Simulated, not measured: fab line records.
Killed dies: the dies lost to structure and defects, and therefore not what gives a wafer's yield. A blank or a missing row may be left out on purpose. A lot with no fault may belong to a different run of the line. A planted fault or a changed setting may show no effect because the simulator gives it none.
A lot that was struck, set against a sound lot + flow nandHarc + 13 out of 1159 route steps
Sound: wafers L512.2, L512.3, L512.5. Wafers L529.1, L529.2, L529.5 were the ones struck. At the end, the cause is stated.
Per side, at each step with rows, come the tool, then ch with its chambers, and then its first start. Under that, the readings that differ: sound wafers + struck wafers + difference of the means + sigmas: that difference in standard deviations of wafers without a fault.
alike: a reading whose means differ by less than 2 such deviations, as well as words and numbers matching on both sides. not compared: withheld readings; readings where some wafer has no value; bounds like >300 that might hide an equal value; numbers whose values overlap and for which the record gives no deviation.
A row with sigmas, a row that says differs or no value, or rows on one side alone: a step with any of these is where the two part. Numbers that don't overlap but have no deviation are shown without sigmas and don't part them. A reading missing from all wafers of one side parts the sides only when that side holds two or more wafers.

NHARC_A_SLIT_CD_MEAS_21:
  struck on cdSem-02, day 19 00:36; sound on cdSem-01, day 14 17:55
  alike: cdNm
then, 3 steps without rows for these wafers: NHARC_A_SIN_REMOVE_WET_00 (chemistry H3PO4, time 15300 s); NHARC_A_SIN_REMOVE_PRECLEAN_01 (cleans in SC1); NHARC_A_SIN_REMOVE_SRD_02.
NHARC_A_SIN_REMOVE_INSPECT_04:
  struck on defectInspect-02, day 19 08:36; sound on defectInspect-01, day 15 01:35
  alike: rawDefectCount
NHARC_A_WL_FILL_ALD_00: deposits Al2O3, target thk 3 nm, pulse time 3 s, ald cycles 30.
  sound on aldHk-01 ch 0,2, day 15 01:40; struck on aldHk-02 ch 0,1,3, day 19 08:40
  alike: heaterPowerW, precursorPulseHeightRel
NHARC_A_WL_FILL_RTA_01: time 5 s.
  sound on rtpAnneal-01 ch 0, day 15 02:05; struck on rtpAnneal-02 ch 0, day 19 09:05
| reading             | sound                | struck               | difference | sigmas |
|---------------------|----------------------|----------------------|------------|--------|
| lampPowerPct (%)    | 33.3 33.3 33.4       | 35.8 35.8 35.8       | +2.5       | +2     |
| lamp_zone_2_pct (%) | 33.3 33.4 33.3       | 35.8 35.8 35.8       | +2.5       | +2     |
| lamp_zone_6_pct (%) | 33.3 33.2 33.2       | 35.7 35.7 35.7       | +2.5       | +2     |
| wafer_temp_C_max    | 1002.6 1003.4 1003.1 | 1007.2 1005.9 1007.4 | +3.8       | +2     |
NHARC_A_WL_FILL_ALD_02: deposits TiN, target thk 2 nm, pulse time 3 s, ald cycles 100.
  sound on aldMetal-03 ch 1,3, day 15 02:20; struck on aldMetal-02 ch 1,2,3, day 19 09:20
  alike: heaterPowerW, precursorPulseHeightRel
then, 1 step without rows for these wafers: NHARC_A_WL_FILL_CVD_03 (deposits W, target thk 40 nm, time 3302 s).
NHARC_A_WL_FILL_ETCHBACK_04: etches the open film in NF3, target depth 60 nm, time 120 s.
  sound on rieMetal-02 ch 0,1, day 15 09:38; struck on rieMetal-03 ch 0,1, day 19 13:41
  alike: drypumpMotorCurrentA, oesProductAu
  not compared: rfHoursCounterH
NHARC_A_WL_FILL_ETCHBACK_05: etches the open film in Cl2/BCl3, target depth 22 nm, time 60 s.
  sound on rieMetal-02 ch 0,1, day 15 09:52; struck on rieMetal-03 ch 0,1, day 19 13:56
| reading             | sound             | struck            | difference | sigmas |
|---------------------|-------------------|-------------------|------------|--------|
| oesProductAu (a.u.) | 1.009 0.999 0.987 | 0.752 0.759 0.759 | -0.242     | -29    |
  alike: drypumpMotorCurrentA, tempC
  not compared: rfHoursCounterH
NHARC_A_WL_FILL_STRIP_27: strips in N2/H2, time 20 s.
  sound on plasmaAsher-01 ch 0,1, day 15 09:59; struck on plasmaAsher-01 ch 0,1, day 19 14:04
  alike: drypumpMotorCurrentA, heaterPowerW, tempC
  not compared: rfHoursCounterH
-- break in the record here, with 4 days between the starts of the struck wafers on either side (left off in module A_WL_FILL, picked up again in module END, where the first step shown is number 1159 on the route) --
NHARC_END_SORT_01:
  sound on prober-01 ch 0, day 20 17:47; struck on prober-02 ch 0, day 23 20:25
  alike: killedAtArray, killedAtOther, killedAtPeriphery, killedDies, killedOpen, killedShort

== WHERE THEY PART ==
Earliest at NHARC_A_WL_FILL_RTA_01; latest, in this record, at NHARC_A_WL_FILL_ETCHBACK_05. Later steps at which nothing parts them and some readings are alike: NHARC_A_WL_FILL_STRIP_27, NHARC_END_SORT_01.

WHY: what had been put in by the simulator
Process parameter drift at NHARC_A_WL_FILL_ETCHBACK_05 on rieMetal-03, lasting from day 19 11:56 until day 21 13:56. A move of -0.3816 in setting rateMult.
